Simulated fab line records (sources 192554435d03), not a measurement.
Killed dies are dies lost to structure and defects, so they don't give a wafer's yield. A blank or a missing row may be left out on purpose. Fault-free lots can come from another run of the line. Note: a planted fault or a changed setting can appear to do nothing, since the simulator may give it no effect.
fab line records	flow n5-finfet	part 1 of 2: steps 1 to 4 of 6
[record] lots = 23	wafers = 69	last-day = 19
route steps=1938 shown GATE_CUT@496 MOL_CONTACT_COAG@560
lots that met no fault: from a run of the same line without faults
start-h: start of the lot's first displayed wafer, in hours after the record's first day	wait-h: hours from the lot's prior step to this one	" repeats the value in the row above	L1.1+2: a row that stands for several wafers	- value missing, or start not given	* or withheld: withheld	< > ~ a bound
route shown NAME@n: names a module that has steps shown in the file, with the first one's number in the route	usual: mean/standard deviation taken from wafers without a fault	same: alike in all rows	chamber/n: place in a boat	sites: readings site by site	_std_site: how widely they spread, as a standard deviation	_edge_site: outer sites' mean less inner sites'	radius-mm: for every site, how far away it sits from the centre of the wafer	mask NAME#n: copy n	behind: the tool/chamber that last shaped the wafer	hold: why the lot went on hold/how many hours it stayed there/how the hold came to an end	device: names the non-switching transistor (n, p or np)	end of line: tests run on the same wafers once the route is complete	a step without rows: its recipe alone	killed: dies lost to structure and defects at the first sort, not the wafer's yield	map: a wafer's dies, marking killed ones x, the rest . and places with no die _
set.NAME: setting as actually run; set.NAME@STEP: the setting as run at that earlier step	model.NAME: the simulator's own value behind a step, which no gauge read
a sample of lots followed through the steps of the route, with each step as a table and each wafer as a row
services: when a tool's chamber went out of use (start-h, in hours from the record's first day, below 0 if earlier), for how many hours, and the reason
[[steps]]
[step N5_GATE_CUT_HM_OPEN_40]
[recipe] chemistry = C4F6/O2	target = SiO2	mask-material = SiARC	target-depth-a = 1390	time-s = 85.1	ion-energy-ev = 250	pressure-mtorr = 30	source-w = 345	bias-w = 185	Ar_flow_sccm = 300	C4F6_flow_sccm = 10	O2_flow_sccm = 10	ends = cleared
[usual] drypump-motor-current-A = 5.76/0.28	etch-rf-on-time-s = 95.3/2.6	oes-product-au = 0.71/0.062	rf-vpp-V = 660/13	showerhead-plenum-p-Torr = 2.84/0.097	throttle-valve-pct = 20.91/0.25
lot.wafer	tool	chamber	start-h	wait-h	drypump-motor-current-A	etch-rf-on-time-s	oes-product-au	rf-hours-counter-h	rf-vpp-V	showerhead-plenum-p-Torr	throttle-valve-pct
L074.2	rie-diel-05	0	81.63	0.0	5.77	97.2	0.68	154	654	2.83	20.87
L074.3	"	2	"	"	5.67	97.3	0.64	206	648	2.81	21.26
L074.5	"	0	"	"	5.81	97.5	0.67	-	653	2.83	20.89
L075.3	rie-diel-05	1	91.00	0.0	5.18	93.7	0.68	145	670	2.72	21.12
L075.4	"	3	"	"	5.77	93.1	0.79	-	667	2.78	20.51
L075.6	"	0	"	"	5.80	97.4	0.67	-	653	2.83	20.89
L076.1	rie-diel-05	1	106.05	0.0	5.19	94.7	0.67	150	669	2.72	21.13
L076.5	"	1	"	"	5.19	94.3	0.67	-	670	2.72	21.14
L076.6	"	0	"	"	5.80	96.5	0.67	-	652	2.82	20.89
L077.1	rie-diel-05	0	111.86	0.0	5.83	96.4	0.66	164	653	2.82	20.88
L077.2	"	3	"	"	5.75	90.4	0.78	65	668	2.77	20.52
L077.5	"	0	"	"	5.79	95.6	0.68	-	654	2.82	20.90
L078.2	rie-diel-05	1	114.22	0.0	5.17	94.1	0.67	153	670	2.72	21.15
L078.3	"	0	"	"	5.80	95.1	0.67	165	653	2.82	20.91
L078.6	"	1	"	"	5.17	98.2	0.67	-	670	2.72	21.13
L079.1	rie-diel-06	0	120.49	0.0	5.93	94.1	0.70	132	678	2.99	21.09
L079.2	"	3	"	"	5.42	94.1	0.79	32	672	3.03	21.02
L079.3	"	1	"	"	6.27	91.6	0.69	195	639	2.72	20.68
L080.1	rie-diel-01	3	122.36	0.0	5.83	94.0	0.63	249	641	2.93	20.90
L080.3	"	0	"	"	5.66	93.8	0.77	47	657	2.79	20.48
L080.4	"	1	"	"	6.12	94.6	0.78	49	680	2.91	21.01
L081.1	rie-diel-01	1	130.22	0.0	6.11	92.1	0.78	50	681	2.91	21.02
L081.2	"	2	"	"	5.65	91.3	0.65	194	657	2.94	21.15
L081.4	"	0	"	"	5.69	95.6	0.77	49	661	2.79	20.48
L082.1	rie-diel-06	2	131.72	0.0	6.00	95.4	0.68	110	643	2.73	20.86
L082.2	"	1	"	"	6.28	92.5	0.67	197	639	2.71	20.71
L082.5	"	2	"	"	6.03	96.0	0.68	-	642	2.73	20.87
L083.1	rie-diel-06	1	140.43	0.0	6.22	91.5	0.67	199	640	2.71	20.72
L083.2	"	2	"	"	6.04	93.2	0.69	112	643	2.73	20.88
L083.5	"	2	"	"	6.02	96.6	0.69	-	644	2.73	20.87
L084.2	rie-diel-01	1	146.09	0.0	6.16	95.4	0.77	56	680	2.91	21.01
L084.4	"	1	"	"	6.10	95.7	0.77	-	680	2.91	21.02
L084.6	"	1	"	"	6.13	96.8	0.76	-	680	2.91	21.01
L085.3	rie-diel-01	2	152.98	0.0	5.67	96.0	0.65	197	657	2.94	21.15
L085.5	"	2	"	"	5.65	94.4	0.65	-	657	2.94	21.16
L085.6	"	0	"	"	5.67	97.5	0.76	-	658	2.79	20.49
L086.1	rie-diel-05	1	158.77	0.0	5.21	96.1	0.66	166	670	2.72	21.15
L086.2	"	2	"	"	5.68	99.3	0.62	227	648	2.80	21.30
L086.4	"	3	"	"	5.76	93.2	0.76	79	666	2.77	20.54
L087.4	rie-diel-01	0	165.57	0.0	5.69	99.7	0.75	-	659	2.79	20.51
L087.5	"	2	"	"	5.65	94.9	0.64	-	656	2.94	21.16
L087.6	"	1	"	"	6.09	94.1	0.77	-	680	2.91	21.05
L088.1	rie-diel-06	1	170.70	0.0	6.26	93.4	0.67	207	642	2.71	20.71
L088.2	"	3	"	"	5.44	96.0	0.76	45	671	3.02	21.01
L088.4	"	0	"	"	5.90	97.1	0.68	145	676	2.99	21.11
L089.1	rie-diel-01	2	176.23	0.0	5.67	94.3	0.64	205	655	2.94	21.16
L089.3	"	0	"	"	5.66	96.7	0.75	65	659	2.79	20.51
L089.5	"	2	"	"	5.67	93.0	0.65	-	656	2.94	21.16
L090.1	rie-diel-01	0	181.68	0.0	5.67	93.6	0.74	65	660	2.79	20.52
L090.2	"	3	"	"	5.84	91.4	0.87	1	641	2.92	20.61
L090.4	"	2	"	"	5.66	93.5	0.64	205	656	2.94	21.15
L091.1	rie-diel-06	0	188.29	0.0	5.89	92.5	0.68	148	677	2.98	21.13
L091.3	"	2	"	"	6.04	95.6	0.67	126	642	2.73	20.89
L091.6	"	0	"	"	5.91	95.7	0.67	-	677	2.98	21.11
L092.3	rie-diel-05	2	196.98	0.0	5.67	102.3	0.61	234	648	2.80	21.29
L092.4	"	1	"	"	5.20	96.0	0.65	178	671	2.71	21.18
L092.5	"	1	"	"	5.18	98.5	0.65	-	670	2.71	21.15
L093.1	rie-diel-01	0	200.39	0.0	5.64	95.2	0.74	72	658	2.78	20.54
L093.3	"	2	"	"	5.65	94.7	0.64	211	656	2.93	21.18
L093.5	"	2	"	"	5.68	95.6	0.64	-	657	2.93	21.18
L095.1	rie-diel-06	1	212.35	0.0	6.29	93.7	0.66	218	640	2.71	20.74
L095.5	"	3	"	"	5.41	96.8	0.74	-	670	3.02	21.04
L095.6	"	2	"	"	6.01	98.0	0.67	-	642	2.72	20.91
L096.3	rie-diel-05	1	220.83	0.0	5.15	99.4	0.64	185	669	2.71	21.17
L096.5	"	1	"	"	5.18	98.9	0.64	-	670	2.71	21.18
L096.6	"	0	"	"	5.78	101.1	0.64	-	652	2.81	20.95
L097.1	rie-diel-01	0	224.20	0.0	5.66	94.0	0.73	80	658	2.78	20.54
L097.3	"	2	"	"	5.65	94.9	0.63	219	656	2.93	21.18
L097.5	"	0	"	"	5.65	95.6	0.73	-	659	2.78	20.54
[step N5_GATE_CUT_CUT_ETCH_55]
[recipe] chemistry = BCl3	target = HfO2	mask-material = SiO2	target-depth-a = 32	ion-energy-ev = 30	pressure-mtorr = 5	icp-w = 450	bias-w = 18	bcl3-flow-sccm = 80
[usual] drypump-motor-current-A = 5.6/0.4	oes-product-au = 0.73/0.13	throttle-valve-pct = 33.4/0.49
lot.wafer	tool	chamber	start-h	wait-h	drypump-motor-current-A	oes-product-au	rf-hours-counter-h	throttle-valve-pct
L074.2	rie-metal-01	1	81.98	0.0	6.0	0.57	153	33.7
L074.3	"	0	"	"	5.6	0.92	-	32.9
L074.5	"	0	"	"	5.6	0.90	-	32.9
L075.3	rie-metal-03	0	91.36	0.0	5.7	0.60	-	32.6
L075.4	"	1	"	"	5.7	0.62	-	33.2
L075.6	"	1	"	"	5.7	0.61	-	33.2
L076.1	rie-metal-01	0	106.52	0.1	5.6	0.88	7	32.9
L076.5	"	0	"	"	5.6	0.88	-	32.9
L076.6	"	0	"	"	5.6	0.88	-	32.9
L077.1	rie-metal-01	1	112.21	0.0	6.1	0.99	0	33.3
L077.2	"	0	"	"	5.6	0.85	9	32.9
L077.5	"	0	"	"	5.6	0.85	-	32.9
L078.2	rie-metal-02	1	114.57	0.0	4.8	0.70	70	33.9
L078.3	"	1	"	"	4.8	0.69	-	33.9
L078.6	"	0	"	"	5.8	0.64	-	34.0
L079.1	rie-metal-02	0	120.83	0.0	5.8	0.65	116	34.0
L079.2	"	1	"	"	4.8	0.69	71	33.9
L079.3	"	0	"	"	5.8	0.64	-	34.0
L080.1	rie-metal-03	1	122.71	0.0	5.7	0.61	130	33.2
L080.3	"	1	"	"	5.7	0.61	-	33.2
L080.4	"	0	"	"	5.7	0.58	-	32.6
L081.1	rie-metal-01	0	130.57	0.0	5.6	0.85	11	32.9
L081.2	"	1	"	"	6.1	0.95	2	33.3
L081.4	"	1	"	"	6.0	0.97	-	33.3
L082.1	rie-metal-03	1	132.07	0.0	5.7	0.61	130	33.2
L082.2	"	0	"	"	5.7	0.59	131	32.6
L082.5	"	1	"	"	5.7	0.61	-	33.2
L083.1	rie-metal-03	0	140.78	0.0	5.7	0.58	131	32.6
L083.2	"	1	"	"	5.7	0.61	131	33.2
L083.5	"	0	"	"	5.7	0.58	-	32.6
L084.2	rie-metal-01	1	146.55	0.0	6.0	0.94	3	33.3
L084.4	"	1	"	"	6.0	0.95	-	33.3
L084.6	"	1	"	"	6.0	0.94	-	33.3
L085.3	rie-metal-01	0	153.34	0.0	5.6	0.86	-	32.9
L085.5	"	0	"	"	5.6	0.85	-	32.9
L085.6	"	1	"	"	6.0	0.93	-	33.3
L086.1	rie-metal-03	1	159.12	0.0	5.7	0.61	132	33.2
L086.2	"	0	"	"	5.8	0.58	133	32.6
L086.4	"	1	"	"	5.7	0.61	-	33.2
L087.4	rie-metal-02	0	165.90	0.0	5.8	0.64	-	34.1
L087.5	"	1	"	"	4.8	0.69	-	33.9
L087.6	"	0	"	"	5.8	0.64	-	34.1
L088.1	rie-metal-01	1	171.05	0.0	6.0	0.93	5	33.3
L088.2	"	0	"	"	5.6	0.84	14	32.9
L088.4	"	0	"	"	5.6	0.84	-	32.9
L089.1	rie-metal-02	1	176.58	0.0	4.8	0.69	75	33.9
L089.3	"	1	"	"	4.8	0.69	-	33.9
L089.5	"	1	"	"	4.8	0.69	-	33.9
L090.1	rie-metal-02	1	182.03	0.0	4.8	0.68	75	33.9
L090.2	"	0	"	"	5.8	0.64	121	34.1
L090.4	"	1	"	"	4.8	0.69	-	33.9
L091.1	rie-metal-03	1	188.76	0.1	5.7	0.60	135	33.2
L091.3	"	1	"	"	5.7	0.60	-	33.2
L091.6	"	1	"	"	5.7	0.61	-	33.2
L092.3	rie-metal-01	1	197.34	0.0	6.1	0.91	-	33.3
L092.4	"	0	"	"	5.6	0.83	-	32.9
L092.5	"	1	"	"	6.1	0.91	-	33.3
L093.1	rie-metal-02	1	200.74	0.0	4.8	0.68	76	33.9
L093.3	"	1	"	"	4.8	0.68	-	33.9
L093.5	"	0	"	"	5.8	0.64	-	34.1
L095.1	rie-metal-01	1	212.70	0.0	6.0	0.88	10	33.3
L095.5	"	0	"	"	5.6	0.82	-	32.9
L095.6	"	1	"	"	6.0	0.89	-	33.3
L096.3	rie-metal-02	0	221.53	0.0	5.8	0.63	-	34.1
L096.5	"	0	"	"	5.8	0.63	-	34.1
L096.6	"	1	"	"	4.8	0.68	-	33.9
L097.1	rie-metal-01	1	224.55	0.0	6.1	0.87	11	33.3
L097.3	"	0	"	"	5.6	0.81	-	32.9
L097.5	"	0	"	"	5.6	0.81	-	32.9
[step N5_MOL_CONTACT_COAG_CMP_28]
[recipe] stop-on = SiNx	t-overpolish-s = 0.85	post-cmp-clean = alkaline-brush	down-force-psi = 4.15	platen-rpm = 51.8	pad-velocity-m-s = 1.0307	target-thk-nm = 14.522
[usual] edge-zone-pressure-frac = 1.000/0.0053	motor-current-A = 12.7/1.1	time-to-endpoint-s = 5.4/2.5
lot.wafer	tool	chamber	start-h	wait-h	edge-zone-pressure-frac	motor-current-A	time-to-endpoint-s
L074.2	cmp-04	0	96.09	0.8	0.994	12.3	5.0
L074.3	"	2	"	"	0.996	13.3	3.0
L074.5	"	0	"	"	0.996	12.1	6.5
L075.3	cmp-03	1	102.34	0.8	0.994	13.7	11.2
L075.4	"	3	"	"	1.010	12.0	8.4
L075.6	"	0	"	"	0.999	14.4	6.9
L076.1	cmp-01	2	118.43	1.0	0.994	14.0	4.3
L076.5	"	3	"	"	0.996	13.1	3.5
L076.6	"	0	"	"	0.995	11.0	7.5
L077.2	cmp-04	0	124.80	0.8	1.002	12.8	5.6
L077.1	"	2	"	"	1.000	13.4	4.1
L077.5	"	0	"	"	0.990	12.2	3.5
L078.3	cmp-04	2	128.23	0.8	1.000	13.6	0.1
L078.2	"	0	"	"	0.996	12.4	1.7
L078.6	"	2	"	"	0.996	13.6	0.0
L079.3	cmp-03	3	134.16	0.8	0.992	11.3	9.5
L079.1	"	0	"	"	0.993	13.7	9.0
L079.2	"	2	"	"	0.998	11.3	11.0
L080.4	cmp-01	2	137.76	0.8	0.996	13.8	3.8
L080.1	"	0	"	"	0.995	11.2	3.4
L080.3	"	1	"	"	0.993	15.0	5.3
L081.4	cmp-03	1	141.34	0.8	1.012	13.6	7.8
L081.2	"	2	"	"	1.011	10.5	9.8
L081.1	"	0	"	"	1.002	12.8	5.8
L082.2	cmp-01	3	144.71	0.8	1.007	13.2	3.0
L082.1	"	1	"	"	0.986	14.2	4.1
L082.5	"	3	"	"	1.002	13.2	1.7
L083.1	cmp-03	3	151.95	0.8	0.992	11.1	7.2
L083.2	"	0	"	"	1.011	13.4	6.3
L083.5	"	3	"	"	1.000	12.2	6.6
L084.4	cmp-04	1	159.11	0.8	1.007	12.4	5.7
L084.2	"	2	"	"	1.002	12.7	2.8
L084.6	"	0	"	"	1.008	13.0	9.0
L085.3	cmp-04	1	165.92	0.9	1.004	12.8	8.1
L085.5	"	2	"	"	0.992	13.2	6.7
L085.6	"	3	"	"	1.003	11.2	3.7
L086.4	cmp-01	2	173.54	0.8	0.997	13.4	4.5
L086.2	"	3	"	"	1.007	13.5	2.6
L086.1	"	1	"	"	1.004	14.3	9.1
L087.4	cmp-01	1	177.24	0.8	0.999	15.5	9.6
L087.5	"	0	"	"	0.997	11.6	8.7
L087.6	"	1	"	"	0.999	14.6	7.5
L088.1	cmp-01	0	184.08	0.8	0.998	11.4	7.2
L088.2	"	1	"	"	1.010	16.0	6.3
L088.4	"	2	"	"	0.996	13.3	5.6
L089.1	cmp-01	0	188.58	0.8	1.004	12.2	4.2
L089.3	"	2	"	"	1.001	13.5	2.3
L089.5	"	0	"	"	1.003	11.6	5.0
L090.2	cmp-01	0	192.65	0.8	1.003	11.9	5.3
L090.4	"	1	"	"	0.999	14.1	4.4
L090.1	"	2	"	"	0.992	13.7	2.4
L091.1	cmp-01	0	201.29	0.8	1.005	11.7	0.7
L091.3	"	1	"	"	0.993	15.4	4.7
L091.6	"	0	"	"	0.998	11.2	4.8
L092.4	cmp-03	0	207.92	0.9	0.992	13.2	1.7
L092.3	"	1	"	"	0.997	13.0	6.6
L092.5	"	3	"	"	1.008	12.2	6.6
L093.3	cmp-04	1	215.80	0.8	1.004	12.8	6.3
L093.1	"	2	"	"	1.002	12.7	5.4
L093.5	"	0	"	"	1.009	12.2	6.5
L095.1	cmp-01	1	226.62	0.8	0.989	14.9	5.8
L095.5	"	1	"	"	0.992	15.4	3.6
L095.6	"	2	"	"	0.999	13.9	4.6
L096.3	cmp-04	3	234.19	0.9	1.001	11.9	5.9
L096.6	"	0	"	"	1.006	12.5	6.8
L096.5	"	1	"	"	1.000	13.6	8.4
L097.1	cmp-03	0	237.28	0.8	0.995	14.2	5.7
L097.3	"	1	"	"	1.000	12.7	6.1
L097.5	"	3	"	"	0.995	11.0	3.9
[step N5_MOL_CONTACT_COAG_THK_MEAS_29]
[recipe] reads = SiNx_of_GATE_CUT_PECVD_57+SiNx_of_GATE_CUT_SAC_CAP_01
[usual] MD_CAP_THK = 17.89/0.076
lot.wafer	tool	chamber	start-h	wait-h	MD_CAP_THK[nm]
L074.2	film-metro-01	-	96.34	-	17.92
L074.3	"	-	"	"	17.99
L074.5	"	-	"	"	17.84
L075.3	film-metro-01	-	102.60	-	17.92
L075.4	"	-	"	"	17.76
L075.6	"	-	"	"	17.87
L076.1	film-metro-02	-	118.61	-	17.81
L076.5	"	-	"	"	17.91
L076.6	"	-	"	"	17.80
L077.1	film-metro-02	-	125.09	-	17.89
L077.2	"	-	"	"	18.00
L077.5	"	-	"	"	18.00
L078.2	film-metro-01	-	128.53	-	17.88
L078.3	"	-	"	"	17.91
L078.6	"	-	"	"	17.93
L079.1	film-metro-01	-	134.45	-	17.82
L079.2	"	-	"	"	17.86
L079.3	"	-	"	"	17.81
L080.1	film-metro-01	-	138.06	-	17.82
L080.3	"	-	"	"	17.87
L080.4	"	-	"	"	17.82
L081.1	film-metro-01	-	141.64	-	17.87
L081.2	"	-	"	"	17.95
L081.4	"	-	"	"	17.86
L082.1	film-metro-02	-	144.97	-	17.88
L082.2	"	-	"	"	17.85
L082.5	"	-	"	"	17.90
L083.1	film-metro-01	-	152.21	-	17.86
L083.2	"	-	"	"	17.84
L083.5	"	-	"	"	17.84
L084.2	film-metro-01	-	159.37	-	18.00
L084.4	"	-	"	"	18.05
L084.6	"	-	"	"	17.95
L085.3	film-metro-01	-	166.10	-	17.82
L085.5	"	-	"	"	17.91
L085.6	"	-	"	"	17.80
L086.1	film-metro-02	-	173.83	-	17.90
L086.2	"	-	"	"	17.95
L086.4	"	-	"	"	17.94
L087.4	film-metro-02	-	177.50	-	17.79
L087.5	"	-	"	"	17.86
L087.6	"	-	"	"	17.93
L088.1	film-metro-02	-	184.37	-	18.07
L088.2	"	-	"	"	18.03
L088.4	"	-	"	"	17.92
L089.1	film-metro-02	-	188.84	-	17.82
L089.3	"	-	"	"	17.85
L089.5	"	-	"	"	17.80
L090.1	film-metro-01	-	192.90	-	17.87
L090.2	"	-	"	"	17.81
L090.4	"	-	"	"	17.85
L091.1	film-metro-01	-	201.54	-	17.84
L091.3	"	-	"	"	17.90
L091.6	"	-	"	"	17.89
L092.3	film-metro-01	-	208.14	-	18.05
L092.4	"	-	"	"	17.86
L092.5	"	-	"	"	17.91
L093.1	film-metro-01	-	216.06	-	17.93
L093.3	"	-	"	"	17.80
L093.5	"	-	"	"	17.93
L095.1	film-metro-01	-	226.92	-	18.01
L095.5	"	-	"	"	17.71
L095.6	"	-	"	"	17.78
L096.3	film-metro-01	-	234.37	-	17.83
L096.5	"	-	"	"	17.93
L096.6	"	-	"	"	17.92
L097.1	film-metro-02	-	237.54	-	17.91
L097.3	"	-	"	"	17.94
L097.5	"	-	"	"	18.03
